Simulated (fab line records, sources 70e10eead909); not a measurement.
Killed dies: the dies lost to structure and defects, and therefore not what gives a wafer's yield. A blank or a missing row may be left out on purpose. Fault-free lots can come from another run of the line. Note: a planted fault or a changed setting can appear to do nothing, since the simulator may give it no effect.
fab line records	flow nand-harc
record: lots: 6	wafers: 18	last-day: 30
route steps=1302 shown P_BONDPAD@360 A_ZERO_WELL@390 END@1302
lots that met no fault: taken from a fault-free run of the same line
start-h: hours from the record's opening day to when the first of the lot's shown wafers began	wait-h: hours elapsed since this lot's preceding step	" identical to the entry in the row above	L1.1+2: several wafers, shown together as one row	- value missing, or start not given	* or withheld: withheld	< > ~ a bound
route shown NAME@n: NAME is a module with steps in the file, n the number in the route of the first one	usual: mean and standard deviation over wafers with no fault	same: alike in all rows	chamber/n: place in a boat	sites: readings site by site	_std_site: their standard deviation	_edge_site: mean of outer sites minus mean of inner sites	radius-mm: how far each site lies from the wafer's centre	mask NAME#n: copy n	behind: the tool/chamber that last shaped the wafer	hold: the reason the lot was held/the length of the hold in hours/how it ended	device: names the non-switching transistor (n, p or np)	end of line: the same wafers' tests at the end of the route	a step with no rows: only its recipe	killed: the dies lost at the first sort to structure and to defects; this is not the yield of the wafer	map: dies across one wafer; x = killed, . = not, _ = none there
set.NAME: the setting that was run; set.NAME@STEP: the one run at that earlier step	model.NAME: the simulator's own value behind a step, which no gauge read
lots at some steps of the route; a table a step, a row a wafer
services: a tool's chamber out of use, with start hour (start-h, from the record's first day; less than 0 if before it), hours out, and reason
== steps ==
step: NHARC_P_BONDPAD_EBR_05
step: NHARC_P_BONDPAD_EXPOSE_06
recipe: na: 0.55	dose-mj: 37.06	mask-id: P_BPAD
step: NHARC_P_BONDPAD_PEB_07
recipe: peb-temp-c: 128	peb-time-s: 80
step: NHARC_P_BONDPAD_DEVELOP_08
recipe: time-s: 50	dev-temp-c: 22
step: NHARC_P_BONDPAD_CD_MEAS_09
recipe: target-cd-nm: 500	landing-energy-ev: 500
usual: cd-nm: 499.2/2.6
lot.wafer	tool	chamber	start-h	wait-h	cd-nm
L680.1	cd-sem-02	0	155.62	-	494.4
L680.3	"	0	"	"	497.8
L680.6	"	0	"	"	496.0
L684.1	cd-sem-01	0	192.47	-	497.9
L684.2	"	0	"	"	495.6
L684.6	"	0	"	"	497.9
L685.3	cd-sem-01	0	207.63	-	495.5
L685.4	"	0	"	"	495.8
L685.5	"	0	"	"	497.7
L688.1	cd-sem-02	0	243.89	-	495.2
L688.4	"	0	"	"	497.5
L688.6	"	0	"	"	496.2
L691.3	cd-sem-01	0	279.07	-	500.7
L691.4	"	0	"	"	503.0
L691.6	"	0	"	"	501.4
L693.1	cd-sem-03	0	281.88	-	499.6
L693.3	"	0	"	"	497.9
L693.5	"	0	"	"	498.4
step: NHARC_P_BONDPAD_OVL_MEAS_38
usual: overlay-x-nm: -1/5.1	overlay-y-nm: 0/7.7
lot.wafer	tool	chamber	start-h	wait-h	overlay-x-nm	overlay-y-nm
L680.1	overlay-01	-	155.71	-	-10	2
L680.3	"	-	"	"	-10	2
L680.6	"	-	"	"	-9	2
L684.1	overlay-01	-	192.56	-	-6	6
L684.2	"	-	"	"	-7	6
L684.6	"	-	"	"	-6	6
L685.3	overlay-01	-	207.71	-	3	-9
L685.4	"	-	"	"	3	-9
L685.5	"	-	"	"	3	-9
L688.1	overlay-02	-	243.98	-	-1	2
L688.4	"	-	"	"	-1	2
L688.6	"	-	"	"	-1	2
L691.3	overlay-01	-	279.15	-	2	7
L691.4	"	-	"	"	2	7
L691.6	"	-	"	"	3	7
L693.1	overlay-01	-	281.97	-	0	-17
L693.3	"	-	"	"	-1	-16
L693.5	"	-	"	"	-1	-17
step: NHARC_P_BONDPAD_HARDBAKE_10
recipe: temp-c: 118	time-s: 65
step: NHARC_P_BONDPAD_DESCUM_11
recipe: time-s: 3	o2-flow-sccm: 200	ar-flow-sccm: 0	bias-power-w: 0	chemistry: O2
usual: drypump-motor-current-A: 5.7/0.54	o2-flow-sccm: 200.0/0.62	oes-product-au: 0.999/0.012	rf-vpp-V: 57.7/0.91	showerhead-plenum-p-Torr: 1.88/0.084	throttle-valve-pct: 11.312/0.0085
lot.wafer	tool	chamber	start-h	wait-h	drypump-motor-current-A	o2-flow-sccm	oes-product-au	rf-hours-counter-h	rf-vpp-V	showerhead-plenum-p-Torr	throttle-valve-pct
L680.3	rie-diel-11	2	155.85	-	5.2	200.5	1.004	2.2	57.2	1.81	11.321
L680.1	"	3	"	"	6.2	200.5	1.012	2.2	57.9	1.86	11.326
L680.6	"	0	"	"	5.7	199.2	0.985	-	56.6	1.87	11.305
L684.2	rie-diel-11	3	192.68	-	6.2	200.9	1.014	3.2	57.0	1.86	11.312
L684.1	"	2	"	"	5.2	199.7	1.000	3.3	56.1	1.81	11.320
L684.6	"	3	"	"	6.2	200.5	1.011	-	57.7	1.86	11.330
L685.3	rie-diel-11	1	207.84	-	6.5	199.8	0.969	3.5	57.9	2.05	11.313
L685.4	"	0	"	"	5.7	199.9	0.993	3.4	58.3	1.87	11.302
L685.5	"	1	"	"	6.5	199.9	0.970	-	58.8	2.05	11.298
L688.1	rie-diel-09	3	244.12	-	6.8	200.0	1.014	5.6	58.5	1.95	11.311
L688.4	"	2	"	"	5.0	199.0	0.994	-	57.7	1.86	11.311
L688.6	"	3	"	"	6.8	199.0	1.023	-	59.1	1.95	11.306
L691.4	rie-diel-11	0	279.27	-	5.7	201.0	0.991	0.9	56.6	1.86	11.312
L691.3	"	2	"	"	5.2	199.3	1.001	0.7	57.7	1.80	11.307
L691.6	"	0	"	"	5.7	199.7	1.005	-	57.2	1.86	11.339
L693.1	rie-diel-11	1	282.10	-	6.5	201.8	0.982	0.8	57.8	2.05	11.315
L693.3	"	2	"	"	5.2	200.3	0.993	0.8	57.1	1.80	11.314
L693.5	"	1	"	"	6.5	201.2	0.981	-	59.3	2.05	11.305
step: NHARC_P_BONDPAD_ETCH_37
recipe: target-depth-a: 600	overetch-a: 180	time-s: 65.91	ion-energy-ev: 200	n2-flow-sccm: 150	h2-flow-sccm: 150	ar-flow-sccm: 0	rf-w: 400	bias-w: 150	chemistry: N2/H2
step: NHARC_P_BONDPAD_ETCH_12
recipe: target-depth-a: 2000	time-s: 100	chf3-flow-sccm: 50	o2-flow-sccm: 10	ar-flow-sccm: 200	rf-w: 500	bias-w: 200	chemistry: CHF3/O2
step: NHARC_P_BONDPAD_CD_MEAS_13
usual: cd-nm: 498.4/2.9
lot.wafer	tool	chamber	start-h	wait-h	cd-nm
L680.1	cd-sem-03	-	156.14	-	494.8
L680.3	"	-	"	"	498.2
L680.6	"	-	"	"	494.4
L684.1	cd-sem-01	-	193.00	-	497.1
L684.2	"	-	"	"	496.6
L684.6	"	-	"	"	497.8
L685.3	cd-sem-01	-	208.15	-	493.8
L685.4	"	-	"	"	493.4
L685.5	"	-	"	"	494.6
L688.1	cd-sem-01	-	244.46	-	494.0
L688.4	"	-	"	"	497.3
L688.6	"	-	"	"	494.9
L691.3	cd-sem-03	-	279.59	-	500.6
L691.4	"	-	"	"	502.7
L691.6	"	-	"	"	500.1
L693.1	cd-sem-01	-	282.41	-	499.9
L693.3	"	-	"	"	498.8
L693.5	"	-	"	"	498.7
step: NHARC_P_BONDPAD_STRIP_15
recipe: o2-flow-sccm: 500	ar-flow-sccm: 0	bias-w: 0	chemistry: O2
step: NHARC_P_BONDPAD_ETCH_24
recipe: target-depth-a: 300	over-etch-frac: 0.3	time-s: 72.99	ion-energy-ev: 150	cf4-flow-sccm: 50	n2-flow-sccm: 100	ar-flow-sccm: 150	rf-w: 300	bias-w: 100	chemistry: CF4/N2
usual: drypump-motor-current-A: 5.7/0.47	oes-product-au: 1.003/0.011	rf-vpp-V: 313.5/2	showerhead-plenum-p-Torr: 2.59/0.11	throttle-valve-pct: 19.794/0.0092
same: over-etch-frac: 0.3
lot.wafer	tool	chamber	start-h	wait-h	drypump-motor-current-A	oes-product-au	rf-hours-counter-h	rf-vpp-V	showerhead-plenum-p-Torr	throttle-valve-pct
L680.3	rie-diel-09	1	156.37	-	5.8	1.013	0.7	311.2	2.45	19.780
L680.1	"	3	"	"	6.8	0.994	0.4	315.5	2.67	19.797
L680.6	"	2	"	"	5.0	0.994	-	313.6	2.56	19.778
L684.2	rie-diel-09	2	193.23	-	5.0	0.992	2.3	312.3	2.56	19.809
L684.1	"	3	"	"	6.8	1.005	1.5	313.6	2.67	19.801
L684.6	"	1	"	"	5.8	1.015	-	311.5	2.45	19.797
L685.4	rie-diel-09	3	208.38	-	6.8	1.012	2.4	315.5	2.67	19.800
L685.3	"	0	"	"	5.7	0.992	2.6	312.6	2.54	19.813
L685.5	"	3	"	"	6.8	1.019	-	315.8	2.67	19.776
L688.4	rie-diel-08	1	244.70	-	5.0	1.014	3.1	314.4	2.59	19.786
L688.1	"	2	"	"	5.5	1.009	3.1	311.6	2.49	19.794
L688.6	"	0	"	"	5.6	1.016	-	312.9	2.55	19.797
L691.3	rie-diel-08	0	279.85	0.1	5.6	1.008	5.2	313.6	2.55	19.796
L691.4	"	0	"	"	5.6	1.019	-	312.0	2.55	19.795
L691.6	"	3	"	"	5.7	0.992	-	315.5	2.74	19.796
L693.1	rie-diel-08	0	282.67	0.1	5.6	1.013	5.3	313.4	2.55	19.806
L693.3	"	3	"	"	5.7	1.004	5.1	316.7	2.74	19.789
L693.5	"	2	"	"	5.5	1.011	-	311.5	2.49	19.795
step: NHARC_P_BONDPAD_STRIP_16
recipe: time-s: 600	temp-c: 30	chemistry: post-etch-residue-remover
step: NHARC_P_BONDPAD_DEGAS_25
recipe: temp-c: 300	time-s: 60
usual: heater-power-w: 459/57
lot.wafer	tool	chamber	start-h	wait-h	heater-power-w
L680.3	pvd-sputter-03	-	156.77	-	421
L680.1	"	-	"	"	453
L680.6	"	-	"	"	444
L684.1	pvd-sputter-03	-	193.63	-	509
L684.2	"	-	"	"	425
L684.6	"	-	"	"	522
L685.4	pvd-sputter-03	-	208.77	-	451
L685.3	"	-	"	"	522
L685.5	"	-	"	"	429
L688.4	pvd-sputter-02	-	245.12	-	444
L688.1	"	-	"	"	445
L688.6	"	-	"	"	466
L691.3	pvd-sputter-03	-	280.28	-	459
L691.4	"	-	"	"	421
L691.6	"	-	"	"	510
L693.1	pvd-sputter-01	-	283.09	-	391
L693.3	"	-	"	"	504
L693.5	"	-	"	"	467
step: NHARC_P_BONDPAD_PRE_CLEAN_26
recipe: time-s: 30	temp-c: 280	gas: H2/He
step: NHARC_P_BONDPAD_PVD_17
recipe: target-thk-a: 50	bias-v: 168.6	power-w: 15000	chamber-pressure-pa: 0.12	time-s: 8.06	substrate-temp-c: 50	material: TaN
step: NHARC_P_BONDPAD_PVD_27
recipe: target-thk-a: 300	chamber-pressure-pa: 5	power-w: 5000	substrate-temp-c: 30	time-s: 20.49	material: Cu
usual: throttle-valve-pct: 29.7/0.96
lot.wafer	tool	chamber	start-h	wait-h	throttle-valve-pct
L680.1	pvd-sputter-03	-	-	-	28.3
L680.3	"	-	"	"	30.7
L680.6	"	-	"	"	28.2
L684.2	pvd-sputter-03	-	-	-	30.7
L684.1	"	-	"	"	29.0
L684.6	"	-	"	"	29.2
L685.4	pvd-sputter-03	-	-	-	29.8
L685.3	"	-	"	"	29.1
L685.5	"	-	"	"	29.2
L688.4	pvd-sputter-02	-	-	-	30.6
L688.1	"	-	"	"	29.4
L688.6	"	-	"	"	28.2
L691.4	pvd-sputter-03	-	-	-	29.2
L691.3	"	-	"	"	30.4
L691.6	"	-	"	"	29.1
L693.3	pvd-sputter-01	-	-	-	30.9
L693.1	"	-	"	"	29.8
L693.5	"	-	"	"	31.0
step: NHARC_P_BONDPAD_ECD_18
recipe: target-thk-a: 4000	bath-temp-c: 25	material: Cu
step: NHARC_P_BONDPAD_ANNEAL_28
recipe: temp-c: 225	time-s: 90
step: NHARC_P_BONDPAD_CMP_19
recipe: t-overpolish-s: 30	cu-recess-touch-s: 16	target-thk-nm: 160.81
usual: motor-current-A: 12.1/1.5	overpolish-run-s: 30.000/0.0085
lot.wafer	tool	chamber	start-h	wait-h	motor-current-A	overpolish-run-s
L680.3	cmp-01	2	157.88	-	11.4	30.011
L680.1	"	0	"	"	11.7	29.989
L680.6	"	2	"	"	10.9	30.018
L684.1	cmp-04	3	194.70	-	12.0	30.007
L684.2	"	0	"	"	14.8	30.013
L684.6	"	3	"	"	11.6	29.988
L685.4	cmp-03	1	209.85	-	11.5	30.008
L685.3	"	2	"	"	10.3	30.017
L685.5	"	2	"	"	9.5	30.002
L688.4	cmp-04	0	246.20	-	14.0	30.008
L688.1	"	3	"	"	11.9	29.992
L688.6	"	0	"	"	14.5	30.006
L691.4	cmp-03	2	281.35	-	9.6	29.988
L691.3	"	1	"	"	12.0	29.990
L691.6	"	2	"	"	9.7	30.001
L693.1	cmp-03	1	284.16	-	11.5	29.995
L693.3	"	2	"	"	9.7	29.992
L693.5	"	1	"	"	11.5	30.000
step: NHARC_P_BONDPAD_THK_MEAS_20
recipe: thk-meas-gauge: xrf
usual: thk-nm: 160.8/1.6
lot.wafer	tool	chamber	start-h	wait-h	thk-nm
L680.1	film-metro-01	-	158.17	-	162.7
L680.3	"	-	"	"	163.2
L680.6	"	-	"	"	162.6
L684.1	film-metro-01	-	195.03	-	161.6
L684.2	"	-	"	"	161.3
L684.6	"	-	"	"	160.2
L685.3	film-metro-02	-	210.18	-	161.3
L685.4	"	-	"	"	158.0
L685.5	"	-	"	"	162.2
L688.1	film-metro-02	-	246.52	-	160.4
L688.4	"	-	"	"	161.4
L688.6	"	-	"	"	162.8
L691.3	film-metro-02	-	281.67	-	158.5
L691.4	"	-	"	"	162.0
L691.6	"	-	"	"	162.2
L693.1	film-metro-01	-	284.48	-	158.4
L693.3	"	-	"	"	161.3
L693.5	"	-	"	"	158.0
step: NHARC_P_BONDPAD_SRD_21
recipe: time-s: 30	temp-c: 23	dry-time-s: 20	spin-rpm: 1500
step: NHARC_P_BONDPAD_ACTIVATE_29
recipe: time-s: 60	n2-flow-sccm: 200	ar-flow-sccm: 0	bias-power-w: 0	chemistry: N2
usual: drypump-motor-current-A: 5.7/0.5	oes-product-au: 1.001/0.01	rf-vpp-V: 64.0/0.84	showerhead-plenum-p-Torr: 1.74/0.073
lot.wafer	tool	chamber	start-h	wait-h	drypump-motor-current-A	oes-product-au	rf-hours-counter-h	rf-vpp-V	showerhead-plenum-p-Torr
L680.1	rie-diel-08	3	158.46	0.1	5.7	1.005	7.2	64.3	1.85
L680.3	"	0	"	"	5.6	1.008	8.7	64.7	1.71
L680.6	"	1	"	"	5.0	1.017	-	62.2	1.74
L684.2	rie-diel-09	1	195.29	0.1	5.8	0.999	2.5	63.2	1.64
L684.1	"	2	"	"	5.0	0.988	2.3	63.1	1.72
L684.6	"	1	"	"	5.7	1.005	-	63.2	1.64
L685.3	rie-diel-11	3	210.46	0.1	6.2	1.013	3.5	64.7	1.72
L685.4	"	0	"	"	5.7	0.983	3.5	62.7	1.72
L685.5	"	3	"	"	6.2	1.006	-	63.6	1.72
L688.1	rie-diel-09	2	246.81	0.1	5.0	1.001	6.4	65.2	1.72
L688.4	"	2	"	"	5.0	0.998	-	64.2	1.72
L688.6	"	3	"	"	6.8	1.010	-	63.6	1.80
L691.3	rie-diel-08	3	281.97	0.1	5.7	1.006	5.0	65.1	1.85
L691.4	"	2	"	"	5.5	1.010	-	63.4	1.67
L691.6	"	3	"	"	5.7	1.006	-	64.0	1.85
L693.3	rie-diel-08	2	284.78	0.1	5.5	1.002	5.5	64.2	1.67
L693.1	"	3	"	"	5.6	1.002	5.1	65.4	1.85
L693.5	"	2	"	"	5.5	1.001	-	63.4	1.67
step: NHARC_P_BONDPAD_PRECLEAN_30
recipe: time-s: 300	temp-c: 23	chemistry: DIW
step: NHARC_P_BONDPAD_SRD_31
recipe: time-s: 30	temp-c: 23	dry-time-s: 20	spin-rpm: 1500
step: NHARC_A_ZERO_WELL_PRECLEAN_00
recipe: time-s: 600	temp-c: 120	chemistry: SPM
step: NHARC_A_ZERO_WELL_SRD_01
step: NHARC_A_ZERO_WELL_DEHYDRATE_02
recipe: temp-c: 150	time-s: 120
step: NHARC_A_ZERO_WELL_HMDS_03
recipe: time-s: 30
step: NHARC_A_ZERO_WELL_COAT_18
recipe: temp-c: 200	time-s: 65
step: NHARC_A_ZERO_WELL_COAT_04
recipe: spin-rpm: 2000	resist-thk-nm: 600
step: NHARC_A_ZERO_WELL_SOFTBAKE_05
recipe: temp-c: 125	time-s: 70
step: NHARC_A_ZERO_WELL_EBR_06
step: NHARC_A_ZERO_WELL_EXPOSE_07
recipe: na: 0.55	dose-mj: 33.85	mask-id: A_ZERO
step: NHARC_A_ZERO_WELL_PEB_08
recipe: peb-temp-c: 128	peb-time-s: 80
step: NHARC_A_ZERO_WELL_DEVELOP_09
recipe: time-s: 50	dev-temp-c: 22
step: NHARC_A_ZERO_WELL_CD_MEAS_10
recipe: target-cd-nm: 2000	landing-energy-ev: 500
usual: cd-nm: 1998.7/2.9
lot.wafer	tool	chamber	start-h	wait-h	cd-nm
L680.1	cd-sem-03	0	159.72	-	1997.3
L680.3	"	0	"	"	1997.9
L680.6	"	0	"	"	2000.7
L684.1	cd-sem-03	0	196.53	-	1997.6
L684.2	"	0	"	"	2002.5
L684.6	"	0	"	"	1998.7
L685.3	cd-sem-02	0	211.57	-	2000.8
L685.4	"	0	"	"	2002.0
L685.5	"	0	"	"	2000.1
L688.1	cd-sem-01	0	248.16	-	1996.8
L688.4	"	0	"	"	2000.8
L688.6	"	0	"	"	2000.0
L691.3	cd-sem-01	0	283.21	-	1994.5
L691.4	"	0	"	"	1994.3
L691.6	"	0	"	"	1997.0
L693.1	cd-sem-01	0	286.04	-	1996.1
L693.3	"	0	"	"	2001.3
L693.5	"	0	"	"	1997.5
step: NHARC_END_SORT_01
recipe: temp-c: 25
usual: defect-limited-yield: 91/3.1	killed-at-array: 57/21	killed-at-other: 0.9/1.2	killed-at-periphery: 4.2/2.9	killed-dies: 62/21	killed-open: 3.2/1.8	killed-short: 2.4/1.5
same: gross-dies: 677
lot.wafer	tool	chamber	start-h	wait-h	defect-limited-yield[%]	killed-at-array	killed-at-other	killed-at-periphery	killed-dies	killed-open	killed-short
L691.3	prober-01	0	699.21	3.1	83	33	0	84	117	2	0
L691.4	prober-01	0	700.02	3.4	81	37	0	89	126	2	3
L691.6	prober-01	0	701.64	4.1	96	27	0	2	29	1	0
L693.1	prober-01	0	705.44	2.5	78	60	0	92	152	1	2
L693.3	prober-01	0	707.04	3.1	89	64	0	8	72	5	4
L693.5	prober-01	0	708.64	3.7	90	60	0	9	69	1	5
killed by level:class
L691.3 P_BONDPAD:unspecified=82 A_CHANNEL_HOLE_D1:chamber-film-flake=10 A_CHANNEL_FILL_D1:chamber-film-flake=9 A_CONTACT:chamber-film-flake=5 A_STAIRCASE:chamber-film-flake=3 P_GATE:chamber-film-flake=2 A_CHANNEL_FILL_D2:chamber-film-flake=2 A_SLIT:chamber-film-flake=2
L691.4 P_BONDPAD:unspecified=87 A_SLIT:chamber-film-flake=9 A_CHANNEL_HOLE_D1:chamber-film-flake=6 A_CONTACT:chamber-film-flake=5 A_CHANNEL_FILL_D1:chamber-film-flake=4 A_STAIRCASE:chamber-film-flake=4 A_CHANNEL_FILL_D2:geometric-particle:short=2 P_GATE:chamber-film-flake=2
L691.6 A_CHANNEL_HOLE_D1:chamber-film-flake=10 A_STAIRCASE:chamber-film-flake=4 A_CONTACT:chamber-film-flake=4 A_SLIT:chamber-film-flake=3 A_DECK1_JOINT:chamber-film-flake=2 A_M0:geometric-particle:open=1 P_STI:chamber-film-flake=1 P_GATE:chamber-film-flake=1
L693.1 P_BONDPAD:unspecified=83 A_SLIT:chamber-film-flake=28 A_CHANNEL_HOLE_D1:chamber-film-flake=26 P_CONTACT:chamber-film-flake=8 A_STAIRCASE:chamber-film-flake=2 P_M0:geometric-particle:open=1 A_SOURCE_PLATE:geometric-particle:short=1 A_CHANNEL_HOLE_D2:geometric-particle:short=1
L693.3 A_CHANNEL_HOLE_D1:chamber-film-flake=25 A_SLIT:chamber-film-flake=24 A_CONTACT:chamber-film-flake=7 P_CONTACT:chamber-film-flake=6 A_ONON_D1:geometric-particle:short=2 P_CONTACT:geometric-particle:short=1 P_M1:geometric-particle:open=1 A_SOURCE_PLATE:geometric-particle:short=1
L693.5 A_CHANNEL_HOLE_D1:chamber-film-flake=34 A_SLIT:chamber-film-flake=20 P_CONTACT:chamber-film-flake=7 A_WL_FILL:geometric-particle:short=2 A_CONTACT:chamber-film-flake=2 P_CONTACT:geometric-particle:short=1 P_M0:geometric-particle:short=1 A_CHANNEL_HOLE_D1:geometric-particle:open=1
map L691.4 (x killed, . not)
____________.____________
_________......._________
_______.x........._______
______.....x.......______
_____..............._____
____.................____
____.................____
___.........x.........___
___...................___
__........x.x..........__
__...........x.x.......__
_............x.........._
_........x...xxx........_
_..........x..x........._
_..............xx......._
_.......x.....x.x......._
.........................
.x.......................
.............x...........
.......xx................
..x....x..x..............
_......................._
_x....x..............x.._
_..x.........x.........x_
_..xxx.......xx........._
_...........x..x.x..x..._
__........xx.xx.x......__
__..x.....xxxxxxx.xx...__
___x......xxxxxxxx....___
___.......xxxxxxxx.x..___
____.....xxxxxxxxxx..____
____......xxxxxxxxx..____
_____....xxxxxxxxx.._____
______...xxxxxxxxxx______
_______.x..xxxxxxx_______
_________.x.xxxx_________
____________x____________
map L693.1 (x killed, . not)
____________.____________
_________......._________
_______..........._______
______.............______
_____..............x_____
____.................____
____.............x...____
___...................___
___...................___
__..x..................__
__.....................__
_......................._
_......................._
_......................._
_......................._
_..x...........x.x......_
.........................
x...x....................
...x....x................
...xxxx..................
....x.xx..........x......
_.xx.x.................._
_.xxx.xx................_
_x.xxxx.x.x.xx.........._
_x.xxxxxx.xxx..........._
_..x.x..xxxxx.xxxx......_
__xxx.x..xxxxxx.xx.....__
__.x..x.xxxxxxxxxx.....__
___....x..xxxxxxxx....___
___.....xxxxxxxxxx.x..___
____.....xxxxxxxxxx..____
____.....xxxxxxxxxx..____
_____.....xxxxxxxx.._____
______...xxxxxxxxx.______
_______..xxxxxxxxx_______
_________..xxxxx_________
____________x____________
== services ==
tool	chamber	start-h	hours	kind
cmp-01	-	141.27	4.0	pm
rie-diel-09	-	143.59	9.0	pm
cmp-04	-	147.12	2.0	repair
rie-diel-08	2	155.93	4.1	repair
cmp-03	-	163.44	4.0	pm
pvd-sputter-03	-	165.68	2.6	repair
pvd-sputter-03	-	170.03	10.0	pm
rie-diel-09	0	183.59	2.6	repair
rie-diel-08	-	190.90	9.0	pm
cmp-04	-	209.00	4.0	pm
cmp-01	-	216.32	1.0	repair
cmp-01	-	221.07	0.8	repair
pvd-sputter-01	-	226.00	10.0	pm
rie-diel-11	-	233.41	13.8	repair
rie-diel-09	0	235.55	59.5	repair
cmp-01	-	239.27	4.0	pm
pvd-sputter-03	-	244.05	7.5	repair
pvd-sputter-03	-	252.58	5.7	repair
rie-diel-11	-	255.50	9.0	pm
cmp-03	-	261.44	4.0	pm
rie-diel-11	2	265.89	8.0	repair
cmp-04	-	270.01	2.3	repair
rie-diel-08	1	274.06	19.3	repair
pvd-sputter-02	-	282.00	10.0	pm
== key ==
first-sign: step: NHARC_END_SORT_01	reading: killed-at-periphery	direction: up	sigmas: 29	usual: 4.2	struck: 88.3
effect: step: NHARC_END_SORT_01	reading: defect-limited-yield	direction: down	sigmas: 3.3	usual: 91	struck: 81
more-kills-born-at: NHARC_P_BONDPAD_ETCH_24@rie-diel-08: 252
met-at NHARC_P_BONDPAD_ETCH_24
struck-wafers L691.3,L691.4,L693.1
onset-between 244.70 279.85
fault: kind: chamber-particle-source	tool: rie-diel-08	chamber: 0	onset-h: 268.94	steps: NHARC_P_BONDPAD_ETCH_24	rate-per-visit-cm2: 1.4101	end-h: 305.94
